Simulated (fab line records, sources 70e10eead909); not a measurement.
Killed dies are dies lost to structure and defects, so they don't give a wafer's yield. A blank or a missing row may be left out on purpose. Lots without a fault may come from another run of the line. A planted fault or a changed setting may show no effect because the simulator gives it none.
A struck lot beside a sound one | flow nand_harc | 15 steps out of a route of 1302
Sound: wafers L627.3, L627.5, L627.6. Struck: wafer L632.3. (L632.5, L632.6 of the same lot were not struck and are left out.) The cause comes at the end.
At each step with rows: each side's tool, then ch and its chambers, then its first start. Under that, the readings that differ: sound wafers | struck wafers | difference of the means | sigmas: that difference in standard deviations of wafers without a fault.
alike: readings whose means differ by less than 2 such deviations, and words and numbers that are the same on both sides. not compared: withheld readings, readings that some wafer has no value for, bounds like >300 that may hide the same value, and numbers for which the record gives no deviation and whose values overlap.
The two part at a step that has a row with sigmas, a row that says differs or no value, or rows on one side only. Numbers that don't overlap but have no deviation are shown without sigmas and don't part them. A reading that every wafer of one side lacks parts them only if that side has two wafers or more.

first, 2 steps without rows for these wafers: NHARC_A_CONTACT_ETCH_78 (etches the open film in O2/COS, target depth 5300 nm, time 1378 s); NHARC_A_CONTACT_ETCH_124 (etches the open film in C4F8/O2/Ar, time 140 s, target depth 700 nm).
NHARC_A_CONTACT_ETCH_125: etches the open film in C4F8/O2/Ar, time 197 s, target depth 1918 nm.
  sound on har_cap_etch-02 ch 0,1, day 22 03:50; struck on har_cap_etch-01 ch 1, day 23 17:33
  not compared: rf_hours_counter_h
then, 1 step without rows for these wafers: NHARC_A_CONTACT_ETCH_126 (etches the open film in C4F8/O2/Ar, time 197 s, target depth 1918 nm).
NHARC_A_CONTACT_ETCH_127: etches the open film in C4F8/O2/Ar, time 197 s, target depth 1918 nm.
  sound on har_cap_etch-02 ch 0,1, day 22 04:11; struck on har_cap_etch-01 ch 1, day 23 18:11
  not compared: rf_hours_counter_h
then, 1 step without rows for these wafers: NHARC_A_CONTACT_ETCH_128 (etches the open film in C4F8/O2/Ar, time 197 s, target depth 1918 nm).
NHARC_A_CONTACT_ETCH_129: etches the open film in C4F8/O2/Ar, time 197 s, target depth 1918 nm.
  sound on har_cap_etch-02 ch 0,1, day 22 04:33; struck on har_cap_etch-01 ch 1, day 23 18:49
  not compared: rf_hours_counter_h
then, 1 step without rows for these wafers: NHARC_A_CONTACT_ETCH_130 (etches the open film in C4F8/O2/Ar, time 197 s, target depth 1918 nm).
NHARC_A_CONTACT_ETCH_131: etches the open film in C4F8/O2/Ar, time 197 s, target depth 1918 nm.
  sound on har_cap_etch-02 ch 0,1, day 22 04:54; struck on har_cap_etch-01 ch 1, day 23 19:26
  not compared: rf_hours_counter_h
NHARC_A_CONTACT_ETCH_132: etches the open film in C4F8/O2/Ar, time 197 s, target depth 1924 nm.
  sound on har_cap_etch-02 ch 0,1, day 22 05:05; struck on har_cap_etch-01 ch 1, day 23 19:46
  not compared: rf_hours_counter_h
then, 2 steps without rows for these wafers: NHARC_A_CONTACT_ETCH_133 (etches the open film in C4F8/O2/Ar, time 374 s, target depth 1610 nm); NHARC_A_CONTACT_ETCH_91 (etches the open film in CH3F/O2, target depth 40 nm, time 85.7 s).
NHARC_A_CONTACT_ETCH_97: etches the open film in C4F6/O2, target depth 20 nm, time 10 s.
  sound on rie_diel-06 ch 0,1, day 22 06:05; struck on rie_diel-04 ch 0, day 23 20:59
  reading                | sound                | struck | difference | sigmas
  oes_product_au (a.u.)  | 1.004 0.993 0.990    | 0.719  | -0.277     | -11
  throttle_valve_pct (%) | 26.912 26.916 26.913 | 26.880 | -0.034     | -4
  alike: drypump_motor_current_A, mfc_ar_sccm, rf_vpp_V, showerhead_plenum_p_Torr
  not compared: rf_hours_counter_h
NHARC_A_CONTACT_CD_MEAS_80:
  sound on cd_sem-01, day 22 06:11; struck on cd_sem-01, day 23 21:04
  alike: cd_nm
-- the record jumps here: 2 days lie between the struck wafers' starts before and after (it left off in module A_CONTACT and takes up again in module END, whose first step shown is number 1302 of the route) --
NHARC_END_SORT_01:
  sound on prober-02 ch 0, day 24 14:14; struck on prober-01 ch 0, day 26 00:58
  reading         | sound    | struck                   | difference                   | sigmas
  hold            | - - -    | await_dispo/5.8h/release | no value on the sound wafers |
  killed_at_array | 52 53 65 | 671                      | +614                         | +41
  killed_dies     | 54 54 68 | 677                      | +618                         | +41
  alike: killed_at_other, killed_at_periphery, killed_open, killed_short

WHERE THEY PART
First at NHARC_A_CONTACT_ETCH_97; last, within this record, at NHARC_END_SORT_01.

WHY: what the simulator had put in
Process parameter drift: rie_diel-04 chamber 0, from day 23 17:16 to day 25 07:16, at NHARC_A_CONTACT_ETCH_97. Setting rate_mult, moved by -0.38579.
